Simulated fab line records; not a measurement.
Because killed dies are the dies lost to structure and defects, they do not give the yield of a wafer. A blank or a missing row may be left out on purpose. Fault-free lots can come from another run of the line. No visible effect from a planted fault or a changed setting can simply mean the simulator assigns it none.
Chamber matching    flow nand-harc    4 sister chambers for NHARC_A_CHANNEL_HOLE_D1_ETCH_44 on rie-diel-11
The step etches the open film in CF4/O2, target depth 140 nm, overetch 14 nm, time 77 s. 33 wafers are shown with their chamber, then 12 later ones without.

## WAFERS PAIRED WITH THEIR CHAMBERS
wafer   chamber  drypump-motor-current-A (A)  showerhead-plenum-p-Torr (Torr)  rf-vpp-V (V)
L075.1  2        6.1                          1.42                             198.8
L075.3  1        5.6                          1.39                             198.6
L075.4  3        5.4                          1.36                             197.4
L074.1  2        6.1                          1.42                             199.6
L074.5  2        6.1                          1.42                             199.7
L074.6  0        6.1                          1.24                             195.8
L079.3  3        5.4                          1.36                             198.9
L079.5  0        6.1                          1.24                             197.4
L079.6  1        5.6                          1.39                             200.2
L080.1  3        5.4                          1.36                             198.5
L080.4  2        6.1                          1.42                             197.9
L080.5  1        5.6                          1.39                             198.0
L083.1  3        5.4                          1.36                             198.9
L083.4  1        5.6                          1.39                             199.1
L083.5  3        5.5                          1.36                             198.4
L084.3  1        5.6                          1.39                             198.8
L084.4  0        6.1                          1.24                             195.1
L084.6  1        5.6                          1.39                             198.9
L085.3  2        6.1                          1.41                             199.9
L085.5  2        6.1                          1.41                             198.9
L085.6  1        5.6                          1.39                             199.6
L087.2  0        6.1                          1.24                             196.7
L087.5  2        6.1                          1.41                             198.3
L087.6  3        5.4                          1.36                             197.6
L088.4  2        6.1                          1.41                             199.5
L088.5  0        6.1                          1.24                             195.6
L088.6  3        5.4                          1.36                             198.3
L091.2  1        5.6                          1.38                             199.7
L091.3  0        6.1                          1.24                             195.6
L091.5  1        5.6                          1.38                             200.5
L092.3  0        6.1                          1.24                             195.9
L092.5  1        5.6                          1.38                             199.2
L092.6  2        6.1                          1.41                             198.6

SIGNATURES, as means of the wafers listed above
reading                   chamber 0  chamber 1  chamber 2  chamber 3  scatter within a chamber
drypump-motor-current-A   6.100      5.600      6.100      5.414      0.0172
showerhead-plenum-p-Torr  1.2400     1.3870     1.4144     1.3600     0.00386
rf-vpp-V                  196.014    199.260    199.022    198.286    0.71
Rule: for a wafer and a chamber, the distance is found by dividing, reading by reading, the gap between the wafer's reading and the chamber's mean by the reading's scatter, squaring, summing and taking the root. The wafer belongs to the nearest chamber; if the next one is less than 2 further off, it can't be placed. The scatter: the root of (the sum of the squares of (reading less its chamber's mean) over the shown wafers, divided by (wafers less chambers)).

## WAFERS WHOSE CHAMBER IS MISSING
wafer   drypump-motor-current-A (A)  showerhead-plenum-p-Torr (Torr)  rf-vpp-V (V)
L093.1  5.6                          1.38                             198.9
L093.5  5.6                          1.38                             198.6
L093.6  6.1                          1.41                             198.3
L094.2  5.6                          1.38                             199.5
L094.4  6.1                          1.41                             198.7
L094.6  6.1                          1.24                             196.7
L095.3  5.4                          1.36                             196.8
L095.5  6.2                          1.24                             196.2
L095.6  5.6                          1.38                             198.3
L097.2  6.1                          1.24                             195.2
L097.3  6.1                          1.41                             198.2
L097.5  6.1                          1.41                             199.6

## EACH ONE'S CHAMBER
wafer   from the rows above  in truth
L093.1  1                    1
L093.5  1                    1
L093.6  2                    2
L094.2  1                    1
L094.4  2                    2
L094.6  0                    0
L095.3  3                    3
L095.5  0                    0
L095.6  1                    1
L097.2  0                    0
L097.3  2                    2
L097.5  2                    2
Correctly placed: 12 of 12. From these rows, 0 cannot be placed. Wrongly placed: 0.
